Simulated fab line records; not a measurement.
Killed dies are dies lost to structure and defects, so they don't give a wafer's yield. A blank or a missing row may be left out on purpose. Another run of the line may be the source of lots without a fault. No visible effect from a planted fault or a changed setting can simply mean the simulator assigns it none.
A single fault, viewed from 2 desks / flow n5Finfet / numbers are kept per desk, each desk with only its own; the story behind them comes last

FROM THE METROLOGY DESK
Lot by lot, what the gauges showed, no matter which tool ran the lot: averages of those sampled wafers that carry a number. If a lot's mean is further than 4 standard deviations from the usual mean, the lot is out of limits and carries the mark OUT (the distance appears in the brackets). Shown here are 7 of its 10 readings, the ones lying furthest out on some lot.
Columns: A = DIBL_N at N5_BEOL_M4_RC_MEAS_101, usual 35.8 mV/V; B = IOFF_N at N5_BEOL_M4_RC_MEAS_101, usual 0.151 nA/um; C = IOFF_P at N5_BEOL_M4_RC_MEAS_101, usual 0.21 nA/um; D = ION_P at N5_BEOL_M4_RC_MEAS_101, usual 463 uA/um; E = SS_N at N5_BEOL_M4_RC_MEAS_101, usual 71.5 mV/dec; F = VT_N at N5_BEOL_M4_RC_MEAS_101, usual 251 mV; G = VT_P at N5_BEOL_M4_RC_MEAS_101, usual -250 mV
lot=L206; first seen here=day 7 18:14; A=37.0; B=0.143; C=0.20; D=462; E=71.4; F=253; G=-251
lot=L207; first seen here=day 7 23:23; A=35.9; B=0.142; C=0.19; D=461; E=71.2; F=251; G=-251
lot=L209; first seen here=day 9 12:37; A=36.5; B=0.162; C=0.23; D=468; E=71.3; F=249; G=-246
lot=L212; first seen here=day 9 13:09; A=37.0; B=0.185; C=0.29; D=472; E=72.1; F=247; G=-245
lot=L211; first seen here=day 9 14:28; A=35.6; B=0.141; C=0.18; D=457; E=71.1; F=253; G=-253
lot=L210; first seen here=day 9 16:43; A=37.7; B=0.153; C=0.22; D=465; E=71.5; F=252; G=-249
lot=L215; first seen here=day 9 21:20; A=34.9; B=0.156; C=0.23; D=472; E=71.9; F=252; G=-245
lot=L224; first seen here=day 12 16:59; A=34.6; B=0.129; C=0.18; D=459; E=70.5; F=253; G=-251
lot=L225; first seen here=day 12 20:47; A=34.6; B=0.134; C=0.20; D=458; E=71.1; F=252; G=-250
lot=L226; first seen here=day 13 10:53; A=35.8; B=0.176; C=0.22; D=466; E=72.2; F=248; G=-251
lot=L227; first seen here=day 13 18:34; A=36.2; B=0.177; C=0.24; D=472; E=71.8; F=248; G=-248
Result from this desk: across the 11 lots, nothing is out of limits.

FOR THE TOOL OWNER'S DESK: lithoTrack-02
The tool's own readings at N5_BEOL_M2_COAT_61 (time 60 s, resist thk 60 nm): means of the sampled wafers that have a number, for each lot that ran on this tool. If a lot's mean is further than 4 standard deviations from the usual mean, the lot is out of limits and carries the mark OUT (the distance appears in the brackets).
Columns: A = spinSpeedRpm at N5_BEOL_M2_COAT_61, usual 1500.3 rpm
lot=L206; first seen here=day 6 15:14; A=1500.2
lot=L207; first seen here=day 6 19:22; A=1500.4
lot=L209; first seen here=day 7 20:27; A=1420.0 (-81) OUT
lot=L212; first seen here=day 7 22:19; A=1419.2 (-82) OUT
lot=L225; first seen here=day 11 08:44; A=1499.9
lot=L226; first seen here=day 11 20:41; A=1501.6
lot=L227; first seen here=day 11 21:40; A=1501.4
Finding of this desk: L209, L212 out of limits; the first was L209 at day 7 20:27, on spinSpeedRpm at N5_BEOL_M2_COAT_61. Within limits: L206, L207, L225, L226, L227.

BROUGHT TOGETHER
An alarm could have come from the tool owner's desk at day 7 20:27, on L209, L212.
At the metrology desk, nothing out of limits was observed.
The metrology desk has L209, L212 on record, within its limits.
All the named lots went through N5_BEOL_M2_COAT_61 on lithoTrack-02.

WHAT THE SIMULATOR HAD PUT IN
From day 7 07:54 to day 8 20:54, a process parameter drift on lithoTrack-02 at N5_BEOL_M2_COAT_61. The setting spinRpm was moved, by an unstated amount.
Shown lots that were struck: L209, L212.
Each desk's first reading out of limits, in hours after the fault started: the tool owner's desk, 13.
